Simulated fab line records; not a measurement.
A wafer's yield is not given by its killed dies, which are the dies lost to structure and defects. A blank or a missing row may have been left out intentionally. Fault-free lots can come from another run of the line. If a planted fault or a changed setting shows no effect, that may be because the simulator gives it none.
fab line records	flow n5-finfet	part 1 of 2: steps 1 to 19 of 26
record: lots: 5	wafers: 15	last-day: 18
route steps=1938 shown BEOL_M0_SAQP@639
lots that met no fault: from a run of the same line without faults
start-h: the number of hours between the record's first day and the start of the first shown wafer of the lot	wait-h: hours since the lot's step before	" unchanged from the row above	L1.1+2: a single row standing in for several wafers	- either no value or no given start	* or withheld: withheld	< > ~ a bound
route shown NAME@n: NAME is a module with steps in the file, n the number in the route of the first one	usual: average and standard deviation across the fault-free wafers	same: alike in all rows	chamber/n: place in a boat	sites: each site's reading	_std_site: the standard deviation of these	_edge_site: outer sites' mean less inner sites'	radius-mm: for every site, how far away it sits from the centre of the wafer	mask NAME#n: copy n	behind: the most recent tool/chamber to have shaped the wafer	hold: what put the lot on hold/how long, in hours/how the hold closed	device: which transistor (n, p or np) failed to switch	end of line: the same wafers' tests at the end of the route	a step given without rows: its recipe and nothing more	killed: at the first sort, the dies lost to defects and structure; wafer yield is something else	map: shows each die of a wafer: x if killed, . if not, _ if none is there
set.NAME: the setting as run; set.NAME@STEP: as run at that earlier step	model.NAME: the simulator's own value behind a step, which no gauge read
certain route steps with their lots: each step a table, each wafer a row
services: from which hour (start-h, from the record's first day; less than 0 if before it) a tool's chamber was out of use, for how many hours, and why
== steps ==
step: N5_BEOL_M0_SAQP_THK_MEAS_05
usual: thk-nm: 60.0/0.89
lot.wafer	tool	chamber	start-h	wait-h	thk-nm
L079.1	film-metro-01	-	143.23	0.1	59.2
L079.4	"	-	"	"	59.5
L079.5	"	-	"	"	59.4
L088.1	film-metro-01	-	193.83	0.1	60.6
L088.2	"	-	"	"	59.8
L088.4	"	-	"	"	61.1
L089.4	film-metro-02	-	195.30	0.0	61.1
L089.5	"	-	"	"	59.1
L089.6	"	-	"	"	60.0
L092.4	film-metro-01	-	214.00	0.1	61.0
L092.5	"	-	"	"	60.5
L092.6	"	-	"	"	60.5
L097.1	film-metro-02	-	246.59	0.1	59.6
L097.2	"	-	"	"	59.4
L097.4	"	-	"	"	60.4
step: N5_BEOL_M0_SAQP_HM_DEP_111
recipe: material: SiO2	target-thk-a: 120	temp-c: 400	precursor: SiH4/N2O	pressure-torr: 0.75	rf-w: 275	time-s: 7.2
usual: chamber-pressure-Torr: 0.7500/0.0015	heater-power-w: 795/89	showerhead-plenum-p-Torr: 8.23/0.16	showerhead-vpp-V: 1028/63	susceptor-temp-C: 400.01/0.24
lot.wafer	tool	chamber	start-h	wait-h	chamber-pressure-Torr	heater-power-w	showerhead-plenum-p-Torr	showerhead-vpp-V	susceptor-temp-C
L079.1	pecvd-04	2	143.27	0.0	0.7492	929	7.95	1131	399.79
L079.4	"	1	"	"	0.7489	750	8.22	986	399.81
L079.5	"	2	"	"	0.7499	940	7.93	1132	399.84
L088.1	pecvd-02	1	193.86	0.0	0.7505	819	8.42	1032	400.00
L088.2	"	0	"	"	0.7541	689	8.32	1021	400.08
L088.4	"	0	"	"	0.7509	699	8.30	1013	400.47
L089.4	pecvd-03	1	195.36	0.1	0.7504	895	8.13	1046	400.24
L089.5	"	2	"	"	0.7512	755	8.05	1081	400.19
L089.6	"	0	"	"	0.7517	743	8.35	991	399.95
L092.4	pecvd-03	2	214.06	0.1	0.7494	687	8.05	1074	399.85
L092.5	"	1	"	"	0.7481	947	8.15	1048	399.96
L092.6	"	0	"	"	0.7481	684	8.33	1003	399.55
L097.1	pecvd-02	1	246.63	0.0	0.7500	774	8.42	1019	399.65
L097.2	"	2	"	"	0.7494	806	8.43	904	400.21
L097.4	"	2	"	"	0.7481	817	8.43	914	400.24
step: N5_BEOL_M0_SAQP_COAT_81
recipe: resist: SOC	temp-c: 250	time-s: 60	spin-rpm: 1500	resist-thk-nm: 100
usual: resist-line-temp-C: 22.98/0.11	spin-speed-rpm: 1500.0/0.88
lot.wafer	tool	chamber	start-h	wait-h	resist-line-temp-C	spin-speed-rpm
L079.1	litho-track-03	0	143.35	0.1	22.91	1499.7
L079.4	"	0	"	"	22.77	1501.0
L079.5	"	0	"	"	22.78	1500.6
L088.1	litho-track-02	0	193.94	0.1	22.93	1499.8
L088.2	"	0	"	"	23.03	1500.0
L088.4	"	0	"	"	22.91	1500.6
L089.4	litho-track-02	0	195.41	0.0	23.20	1500.5
L089.5	"	0	"	"	23.03	1499.4
L089.6	"	0	"	"	23.12	1500.8
L092.4	litho-track-02	0	214.11	0.0	23.20	1500.7
L092.5	"	0	"	"	22.96	1500.6
L092.6	"	0	"	"	22.96	1498.8
L097.1	litho-track-04	0	246.71	0.1	23.00	1500.7
L097.2	"	0	"	"	22.95	1500.0
L097.4	"	0	"	"	23.15	1500.8
step: N5_BEOL_M0_SAQP_COAT_82
recipe: resist: SiARC	temp-c: 220	time-s: 60	spin-rpm: 1500	resist-thk-nm: 30
usual: resist-line-temp-C: 23.02/0.11	spin-speed-rpm: 1499.9/0.98
lot.wafer	tool	chamber	start-h	wait-h	resist-line-temp-C	spin-speed-rpm
L079.1	litho-track-03	0	-	-	22.92	1500.1
L079.4	"	0	"	"	22.76	1500.4
L079.5	"	0	"	"	22.77	1499.6
L088.1	litho-track-02	0	-	-	23.13	1498.9
L088.2	"	0	"	"	23.04	1499.9
L088.4	"	0	"	"	23.12	1499.4
L089.4	litho-track-02	0	-	-	23.25	1500.2
L089.5	"	0	"	"	23.08	1501.4
L089.6	"	0	"	"	22.98	1500.5
L092.4	litho-track-02	0	-	-	23.04	1500.3
L092.5	"	0	"	"	22.95	1499.3
L092.6	"	0	"	"	22.95	1500.2
L097.1	litho-track-04	0	-	-	23.04	1500.9
L097.2	"	0	"	"	23.11	1499.5
L097.4	"	0	"	"	22.99	1500.8
step: N5_BEOL_M0_SAQP_COAT_08
recipe: resist: CAR-ArF	spin-rpm: 1500	resist-thk-nm: 90
usual: resist-line-temp-C: 23.01/0.11	spin-speed-rpm: 1499.9/0.92
lot.wafer	tool	chamber	start-h	wait-h	resist-line-temp-C	spin-speed-rpm
L079.1	litho-track-03	0	-	-	23.02	1500.5
L079.4	"	0	"	"	23.03	1499.3
L079.5	"	0	"	"	22.79	1501.1
L088.1	litho-track-02	0	-	-	22.94	1500.1
L088.2	"	0	"	"	23.10	1499.1
L088.4	"	0	"	"	23.00	1499.3
L089.4	litho-track-02	0	-	-	22.94	1499.9
L089.5	"	0	"	"	22.92	1498.5
L089.6	"	0	"	"	23.02	1500.6
L092.4	litho-track-02	0	-	-	22.99	1501.8
L092.5	"	0	"	"	22.93	1499.5
L092.6	"	0	"	"	22.95	1500.0
L097.1	litho-track-04	0	-	-	23.13	1499.4
L097.2	"	0	"	"	23.18	1501.0
L097.4	"	0	"	"	23.16	1499.3
step: N5_BEOL_M0_SAQP_EBR_10
recipe: solvent: PGMEA	ebr-width-mm: 1.5
usual: resist-line-temp-C: 22.97/0.089
lot.wafer	tool	chamber	start-h	wait-h	resist-line-temp-C
L079.1	litho-track-03	0	-	-	23.01
L079.4	"	0	"	"	22.95
L079.5	"	0	"	"	23.07
L088.1	litho-track-02	0	-	-	23.07
L088.2	"	0	"	"	22.85
L088.4	"	0	"	"	23.15
L089.4	litho-track-02	0	-	-	22.93
L089.5	"	0	"	"	22.91
L089.6	"	0	"	"	22.85
L092.4	litho-track-02	0	-	-	23.06
L092.5	"	0	"	"	23.02
L092.6	"	0	"	"	22.92
L097.1	litho-track-04	0	-	-	22.95
L097.2	"	0	"	"	22.95
L097.4	"	0	"	"	23.16
step: N5_BEOL_M0_SAQP_SOFTBAKE_09
recipe: temp-c: 110	time-s: 60	resist: CAR-ArF
usual: resist-line-temp-C: 23.01/0.12
lot.wafer	tool	chamber	start-h	wait-h	resist-line-temp-C
L079.1	litho-track-03	0	-	-	23.13
L079.4	"	0	"	"	23.19
L079.5	"	0	"	"	22.99
L088.1	litho-track-02	0	-	-	22.89
L088.2	"	0	"	"	23.02
L088.4	"	0	"	"	22.94
L089.4	litho-track-02	0	-	-	22.96
L089.5	"	0	"	"	22.94
L089.6	"	0	"	"	23.16
L092.4	litho-track-02	0	-	-	23.07
L092.5	"	0	"	"	22.88
L092.6	"	0	"	"	22.88
L097.1	litho-track-04	0	-	-	22.94
L097.2	"	0	"	"	22.88
L097.4	"	0	"	"	22.92
step: N5_BEOL_M0_SAQP_EXPOSE_11
recipe: mask-id: M0_CORE	na: 1.35	source-shape: dipole	sigma-inner: 0.538	sigma-outer: 0.738	polarization: te	target-cd-nm: 42	dose-mj: 55
usual: stage-vel-mm-s: 500.01/0.24
same: sigma-inner: 0.538
lot.wafer	tool	chamber	start-h	wait-h	mask	stage-vel-mm-s
L079.1	arfi-scanner-01	0	143.59	-	M0_CORE#0	499.82
L079.4	"	0	"	"	M0_CORE#0	499.59
L079.5	"	0	"	"	M0_CORE#0	499.94
L088.1	arfi-scanner-02	0	194.06	-	M0_CORE#0	499.91
L088.2	"	0	"	"	M0_CORE#0	500.19
L088.4	"	0	"	"	M0_CORE#0	500.27
L089.4	arfi-scanner-02	0	195.55	-	M0_CORE#0	499.97
L089.5	"	0	"	"	M0_CORE#0	500.12
L089.6	"	0	"	"	M0_CORE#0	500.17
L092.4	arfi-scanner-01	0	214.38	-	M0_CORE#0	500.38
L092.5	"	0	"	"	M0_CORE#0	500.06
L092.6	"	0	"	"	M0_CORE#0	500.21
L097.1	arfi-scanner-01	0	246.95	-	M0_CORE#0	500.18
L097.2	"	0	"	"	M0_CORE#0	500.02
L097.4	"	0	"	"	M0_CORE#0	500.08
step: N5_BEOL_M0_SAQP_PEB_12
recipe: peb-temp-c: withheld	peb-time-s: 60	resist: CAR-ArF
usual: resist-line-temp-C: 22.97/0.11
same: peb-time-s: 60
lot.wafer	tool	chamber	start-h	wait-h	resist-line-temp-C
L079.1	litho-track-04	0	143.65	0.1	23.13
L079.4	"	0	"	"	23.21
L079.5	"	0	"	"	23.05
L088.1	litho-track-04	0	194.12	0.1	22.84
L088.2	"	0	"	"	22.95
L088.4	"	0	"	"	22.87
L089.4	litho-track-02	0	195.60	0.0	23.00
L089.5	"	0	"	"	23.16
L089.6	"	0	"	"	23.10
L092.4	litho-track-03	0	214.42	0.0	23.00
L092.5	"	0	"	"	22.89
L092.6	"	0	"	"	23.00
L097.1	litho-track-04	0	247.01	0.1	22.99
L097.2	"	0	"	"	22.94
L097.4	"	0	"	"	22.93
step: N5_BEOL_M0_SAQP_DEVELOP_13
recipe: develop-time-s: 30	developer: TMAH	resist: CAR-ArF	dev-temp-c: 23	rinse-liquid: diw	dry: air-spin
usual: resist-line-temp-C: 23.01/0.11
lot.wafer	tool	chamber	start-h	wait-h	resist-line-temp-C
L079.1	litho-track-04	0	-	-	23.13
L079.4	"	0	"	"	23.11
L079.5	"	0	"	"	22.83
L088.1	litho-track-04	0	-	-	22.93
L088.2	"	0	"	"	22.99
L088.4	"	0	"	"	23.00
L089.4	litho-track-02	0	-	-	23.02
L089.5	"	0	"	"	22.99
L089.6	"	0	"	"	22.90
L092.4	litho-track-03	0	-	-	23.05
L092.5	"	0	"	"	23.03
L092.6	"	0	"	"	22.82
L097.1	litho-track-04	0	-	-	23.01
L097.2	"	0	"	"	23.02
L097.4	"	0	"	"	23.07
step: N5_BEOL_M0_SAQP_CD_MEAS_14
recipe: target-cd-nm: 42.5	landing-energy-ev: 500	detector: se-inlens
usual: cd-nm: 42.6/0.37
lot.wafer	tool	chamber	start-h	wait-h	cd-nm
L079.1	cd-sem-01	0	143.72	-	42.2
L079.4	"	0	"	"	43.2
L079.5	"	0	"	"	43.0
L088.1	cd-sem-01	0	194.18	-	42.2
L088.2	"	0	"	"	42.7
L088.4	"	0	"	"	42.6
L089.4	cd-sem-01	0	195.67	-	43.1
L089.5	"	0	"	"	42.8
L089.6	"	0	"	"	42.7
L092.4	cd-sem-01	0	214.49	-	42.4
L092.5	"	0	"	"	43.0
L092.6	"	0	"	"	42.7
L097.1	cd-sem-01	0	247.08	-	42.0
L097.2	"	0	"	"	42.1
L097.4	"	0	"	"	42.0
step: N5_BEOL_M0_SAQP_OVL_MEAS_15
recipe: points-per-wafer: 44
usual: M0_CORE_OVL: 0.1/0.73
lot.wafer	tool	chamber	start-h	wait-h	M0_CORE_OVL[nm]
L079.1	overlay-01	0	143.75	0.0	-0.1
L079.4	"	0	"	"	-0.4
L079.5	"	0	"	"	0.3
L088.1	overlay-02	0	194.21	0.0	-0.2
L088.2	"	0	"	"	-1.1
L088.4	"	0	"	"	-0.5
L089.4	overlay-02	0	195.69	0.0	1.1
L089.5	"	0	"	"	0.2
L089.6	"	0	"	"	1.0
L092.4	overlay-02	0	214.52	0.0	-1.9
L092.5	"	0	"	"	-0.5
L092.6	"	0	"	"	-0.8
L097.1	overlay-02	0	247.11	0.0	-1.0
L097.2	"	0	"	"	-1.0
L097.4	"	0	"	"	0.4
step: N5_BEOL_M0_SAQP_INSPECT_16
recipe: mode: adi	inspect-instrument: brightfield
usual: raw-defect-count: 504/130
lot.wafer	tool	chamber	start-h	wait-h	raw-defect-count
L079.1	defect-inspect-01	-	143.77	0.0	379
L079.4	"	-	"	"	422
L079.5	"	-	"	"	418
L088.1	defect-inspect-02	-	194.24	0.0	576
L088.2	"	-	"	"	450
L088.4	"	-	"	"	559
L089.4	defect-inspect-01	-	195.72	0.0	593
L089.5	"	-	"	"	587
L089.6	"	-	"	"	377
L092.4	defect-inspect-01	-	214.54	0.0	636
L092.5	"	-	"	"	563
L092.6	"	-	"	"	812
L097.1	defect-inspect-01	-	247.13	0.0	420
L097.2	"	-	"	"	766
L097.4	"	-	"	"	488
step: N5_BEOL_M0_SAQP_DESCUM_19
recipe: chemistry: O2	time-s: 7.9	source-power-w: 50	bias-power-w: 20	pressure-mtorr: 20	rf-frequency-hz: 2.712e+07	temp-c: 40	resist: CAR-ArF	o2-flow-sccm: 225
usual: drypump-motor-current-A: 5.41/0.28	oes-product-au: 0.77/0.099	rf-vpp-V: 243.5/1.2	showerhead-plenum-p-Torr: 2.12/0.047	throttle-valve-pct: 20.41/0.24
lot.wafer	tool	chamber	start-h	wait-h	drypump-motor-current-A	oes-product-au	rf-hours-counter-h	rf-vpp-V	showerhead-plenum-p-Torr	throttle-valve-pct
L079.1	rie-diel-05	2	143.80	0.0	5.68	0.69	247	242.9	2.14	20.37
L079.4	"	1	"	"	5.47	0.96	11	241.6	2.06	20.01
L079.5	"	3	"	"	5.33	0.76	-	242.6	2.09	20.44
L088.1	rie-diel-05	2	194.27	0.0	5.69	0.94	8	241.7	2.14	20.09
L088.2	"	1	"	"	5.44	0.91	27	243.3	2.05	20.03
L088.4	"	3	"	"	5.30	0.74	-	242.8	2.08	20.47
L089.4	rie-diel-06	1	195.75	0.0	5.40	1.01	0	245.4	2.13	20.07
L089.5	"	2	"	"	5.89	0.73	-	242.0	2.08	20.82
L089.6	"	3	"	"	5.31	0.70	-	241.1	2.09	20.65
L092.4	rie-diel-05	1	214.61	0.1	5.45	0.90	36	242.5	2.05	20.04
L092.5	"	2	"	"	5.68	0.91	-	242.7	2.13	20.10
L092.6	"	3	"	"	5.31	0.73	-	243.0	2.08	20.47
L097.1	rie-diel-06	1	247.17	0.0	5.44	0.92	16	243.6	2.13	20.09
L097.2	"	2	"	"	5.90	0.73	207	244.7	2.08	20.84
L097.4	"	0	"	"	5.08	0.71	172	245.3	2.18	20.41
step: N5_BEOL_M0_SAQP_ETCH_83
recipe: chemistry: CF4	target: SiARC	target-depth-a: 390	mask-material: CAR-ArF	time-s: 65	ion-energy-ev: 80	pressure-mtorr: 40	source-w: 545	bias-w: 36	Ar_flow_sccm: 100	cf4-flow-sccm: 100	ends: cleared
usual: drypump-motor-current-A: 5.41/0.28	etch-rf-on-time-s: 64.8/1.3	oes-product-au: 0.66/0.085	rf-vpp-V: 184.5/1.1	showerhead-plenum-p-Torr: 2.17/0.05	throttle-valve-pct: 15.61/0.27
lot.wafer	tool	chamber	start-h	wait-h	drypump-motor-current-A	etch-rf-on-time-s	oes-product-au	rf-hours-counter-h	rf-vpp-V	showerhead-plenum-p-Torr	throttle-valve-pct
L079.1	rie-diel-05	2	143.84	0.0	5.66	63.2	0.60	247	185.3	2.20	15.70
L079.4	"	1	"	"	5.47	64.6	0.82	11	183.9	2.10	15.10
L079.5	"	3	"	"	5.33	64.7	0.65	-	183.5	2.13	15.58
L088.1	rie-diel-05	2	194.31	0.0	5.71	62.3	0.82	8	184.5	2.19	15.23
L088.2	"	1	"	"	5.44	64.1	0.78	27	184.9	2.09	15.13
L088.4	"	3	"	"	5.32	65.0	0.63	-	184.2	2.13	15.63
L089.4	rie-diel-06	1	195.78	0.0	5.44	61.9	0.86	0	182.8	2.20	15.36
L089.5	"	2	"	"	5.89	63.7	0.64	-	184.4	2.13	15.96
L089.6	"	3	"	"	5.32	64.9	0.61	-	183.7	2.14	15.81
L092.4	rie-diel-05	1	214.64	0.0	5.48	63.8	0.77	36	183.8	2.09	15.17
L092.5	"	2	"	"	5.69	62.0	0.81	-	185.1	2.19	15.27
L092.6	"	3	"	"	5.31	64.3	0.62	-	183.4	2.12	15.64
L097.1	rie-diel-06	1	247.20	0.0	5.44	63.7	0.78	16	182.7	2.19	15.38
L097.2	"	2	"	"	5.91	64.1	0.63	207	183.0	2.13	15.97
L097.4	"	0	"	"	5.07	64.1	0.62	172	184.0	2.21	15.55
step: N5_BEOL_M0_SAQP_ETCH_84
recipe: chemistry: N2/H2	target: SOC	target-depth-a: 1000	overetch-a: 200	mask-material: SiARC	temp-c: 40	time-s: 150	ion-energy-ev: 200	pressure-mtorr: 30	source-w: 840	bias-w: 150	n2-flow-sccm: 200	h2-flow-sccm: 200
usual: drypump-motor-current-A: 5.42/0.29	oes-product-au: 0.69/0.084	rf-vpp-V: 524.8/1.7	showerhead-plenum-p-Torr: 2.58/0.061	throttle-valve-pct: 17.9/0.32
lot.wafer	tool	chamber	start-h	wait-h	drypump-motor-current-A	oes-product-au	rf-hours-counter-h	rf-vpp-V	showerhead-plenum-p-Torr	throttle-valve-pct
L079.1	rie-diel-05	2	143.89	0.0	5.70	0.62	247	525.9	2.61	18.0
L079.4	"	1	"	"	5.50	0.84	11	523.3	2.50	17.4
L079.5	"	3	"	"	5.33	0.66	-	524.8	2.54	17.9
L088.1	rie-diel-05	2	194.36	0.0	5.72	0.84	8	527.0	2.60	17.6
L088.2	"	1	"	"	5.49	0.81	27	522.5	2.49	17.4
L088.4	"	3	"	"	5.32	0.65	-	523.3	2.53	18.0
L089.4	rie-diel-06	1	195.83	0.0	5.47	0.88	0	525.9	2.61	17.5
L089.5	"	2	"	"	5.91	0.66	-	523.9	2.55	18.5
L089.6	"	3	"	"	5.33	0.65	-	524.5	2.54	18.1
L092.4	rie-diel-05	1	214.69	0.0	5.48	0.79	36	522.3	2.49	17.4
L092.5	"	2	"	"	5.68	0.82	-	527.5	2.60	17.6
L092.6	"	3	"	"	5.33	0.66	-	524.2	2.52	18.0
L097.1	rie-diel-06	1	247.25	0.0	5.44	0.80	16	525.5	2.60	17.5
L097.2	"	2	"	"	5.91	0.66	207	523.2	2.54	18.5
L097.4	"	0	"	"	5.10	0.64	172	526.0	2.66	17.9
step: N5_BEOL_M0_SAQP_STRIP_80
recipe: chemistry: N2/H2	temp-c: 40	n2-flow-sccm: 200	h2-flow-sccm: 200	rf-frequency-hz: 6e+07
lot.wafer	tool	chamber	start-h	wait-h
L079.1+4+5	rie-diel-05	2,1,3	143.99	0.0
L088.1+2+4	rie-diel-05	2,1,3	194.46	0.0
L089.4+5+6	rie-diel-06	1,2,3	195.93	0.0
L092.4+5+6	rie-diel-05	1,2,3	214.79	0.0
L097.1+2+4	rie-diel-06	1,2,0	247.35	0.0
step: N5_BEOL_M0_SAQP_HM_OPEN_112
recipe: chemistry: CHF3/O2	target: SiO2	stop-on: a-Si	target-depth-a: 120	over-etch-frac: 1.25	mask-material: SOC	time-s: 13.5	pressure-mtorr: 30	source-w: 650	bias-w: 170	Ar_flow_sccm: 200	CHF3_flow_sccm: 50	O2_flow_sccm: 5	ion-energy-ev: 200	ends: end-point
usual: drypump-motor-current-A: 5.41/0.28	oes_f_703_au: 0.77/0.096	oes-product-au: 0.50/0.061	rf-vpp-V: 526/7.7	showerhead-plenum-p-Torr: 2.44/0.059	throttle-valve-pct: 18.85/0.25
lot.wafer	tool	chamber	start-h	wait-h	drypump-motor-current-A	oes_f_703_au	oes-product-au	rf-hours-counter-h	rf-vpp-V	showerhead-plenum-p-Torr	throttle-valve-pct
L079.1	rie-diel-05	2	144.00	0.0	5.70	0.73	0.44	247	516	2.48	18.92
L079.4	"	1	"	"	5.46	0.93	0.63	11	524	2.36	18.36
L079.5	"	3	"	"	5.30	0.72	0.49	-	529	2.41	18.91
L088.1	rie-diel-05	2	194.47	0.0	5.68	0.99	0.61	8	515	2.48	18.58
L088.2	"	1	"	"	5.47	0.89	0.59	27	525	2.36	18.39
L088.4	"	3	"	"	5.32	0.72	0.48	-	529	2.41	18.94
L089.4	rie-diel-06	1	195.94	0.0	5.44	0.98	0.65	0	522	2.48	18.65
L089.5	"	2	"	"	5.91	0.76	0.49	-	523	2.39	19.13
L089.6	"	3	"	"	5.33	0.73	0.47	-	539	2.40	19.01
L092.4	rie-diel-05	1	214.80	0.0	5.48	0.87	0.58	36	525	2.35	18.41
L092.5	"	2	"	"	5.67	0.97	0.61	-	515	2.48	18.58
L092.6	"	3	"	"	5.30	0.71	0.47	-	529	2.40	18.93
L097.1	rie-diel-06	1	247.36	0.0	5.43	0.90	0.60	16	522	2.47	18.68
L097.2	"	2	"	"	5.89	0.75	0.48	207	524	2.38	19.14
L097.4	"	0	"	"	5.10	0.72	0.48	172	533	2.50	18.81
step: N5_BEOL_M0_SAQP_STRIP_113
recipe: chemistry: CHF3/O2	resist: SiARC	rf-frequency-hz: 6e+07
lot.wafer	tool	chamber	start-h	wait-h
L079.1+4+5	rie-diel-05	2,1,3	144.05	0.0
L088.1+2+4	rie-diel-05	2,1,3	194.52	0.0
L089.4+5+6	rie-diel-06	1,2,3	195.99	0.0
L092.4+5+6	rie-diel-05	1,2,3	214.85	0.0
L097.1+2+4	rie-diel-06	1,2,0	247.41	0.0
